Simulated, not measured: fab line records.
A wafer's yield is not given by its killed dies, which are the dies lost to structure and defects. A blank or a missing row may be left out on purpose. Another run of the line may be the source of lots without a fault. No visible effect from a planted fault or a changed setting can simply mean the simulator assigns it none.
8D (eight disciplines) problem report, filled in by code + flow n5-finfet + the parts of the form that need people (team, actions taken, sign-off) are left out

1. THE PROBLEM
Mean of susceptor-temp-C at N5_BEOL_M0_SAQP_SPACER1_ALD_98: 311.40 C across 2 wafers in 2 lots; on wafers with no fault it is 300.00 C (standard deviation 0.19). That puts it +60 standard deviations away from the usual mean.
The step: deposits SiO2, target thk 12.8 nm, pulse time 1 s, purge time 2 s.
First observed at day 9 18:39: wafer L662.1, on ald-sin-04. The record holds 28 wafers of 11 lots with a number at this step. Rule for "out" (also "out of limits"): further than 4 standard deviations from the usual mean. Any other wafer with a number is counted as sound.

2. WHAT IT IS; WHAT IT IS NOT
| question                    | is               | is not                                                                          |
|-----------------------------|------------------|---------------------------------------------------------------------------------|
| which readings at this step | susceptor-temp-C | heater-power-w, precursor-pulse-height-rel                                      |
| which lots                  | L662, L664       | L648, L652, L653, L657, L658, L659, L660, L663, L668                            |
| which wafers of those lots  | L662.1, L664.6   | L662.2, L662.4, L664.4, L664.5                                                  |
| read on which tools         | ald-sin-04       | ald-sin-01, ald-sin-03                                                          |
| when                        | from day 9 18:39 | up to then (20 sound wafers); but 6 sound wafers of L663, L664, L668 came after |

3. SUSPECTS, AND WHAT RULES EACH OUT
Counting: a tool at a process step up to the reading stays a suspect if it ran every lot that is out. Sound lots after the first of them don't rule it out here, since some wafers of a struck lot are sound.
- ald-sin-04 at N5_BEOL_M0_SAQP_SPACER1_ALD_98 (deposits SiO2, target thk 12.8 nm, pulse time 1 s, purge time 2 s): kept. Every lot that is out went through it, the first being L662 (day 9 18:39); the last sound lot it ran before that was L658 (day 9 00:09). Out on those wafers are its own readings of susceptor-temp-C.
- ald-sin-04, N5_BEOL_M0_SAQP_SPACER1_ALD_98: wafers that are out in chamber 3, sound lot-mates in chambers 0, 1, 2.
Left after counting: ald-sin-04 at N5_BEOL_M0_SAQP_SPACER1_ALD_98.

4. THE CAUSE (what the simulator had put in)
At N5_BEOL_M0_SAQP_SPACER1_ALD_98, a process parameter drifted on ald-sin-04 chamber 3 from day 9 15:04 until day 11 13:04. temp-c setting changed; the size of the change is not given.
Counting left only this tool.

5. SEQUENCE OF EFFECTS, ordered by route
Each row: a reading where the mean over the struck wafers with a number is more than 3 standard deviations away from the usual. Only readings whose record carries a usual standard deviation are examined. hours: median over the lots of the time between each lot's start at the first step of this table that gives one and its start at this step. sigmas: the change, counted in usual standard deviations.
| hours | step                           | reading          | usual    | on struck wafers | change | sigmas |
|-------|--------------------------------|------------------|----------|------------------|--------|--------|
| 0     | N5_BEOL_M0_SAQP_SPACER1_ALD_98 | susceptor-temp-C | 300.00 C | 311.40           | +11.40 | +60    |
Its process steps:
- N5_BEOL_M0_SAQP_SPACER1_ALD_98: deposits SiO2, target thk 12.8 nm, pulse time 1 s, purge time 2 s.
At these later measuring or inspecting steps, every struck wafer for which the step has a row has a number for every such reading, and none has moved that far: N5_BEOL_M4_RC_MEAS_101.

6. HOW IT WOULD HAVE BEEN CAUGHT EARLIER
4 hours passed between the start of the fault at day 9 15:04 and the first reading out of limits in this record, taken at day 9 18:39.
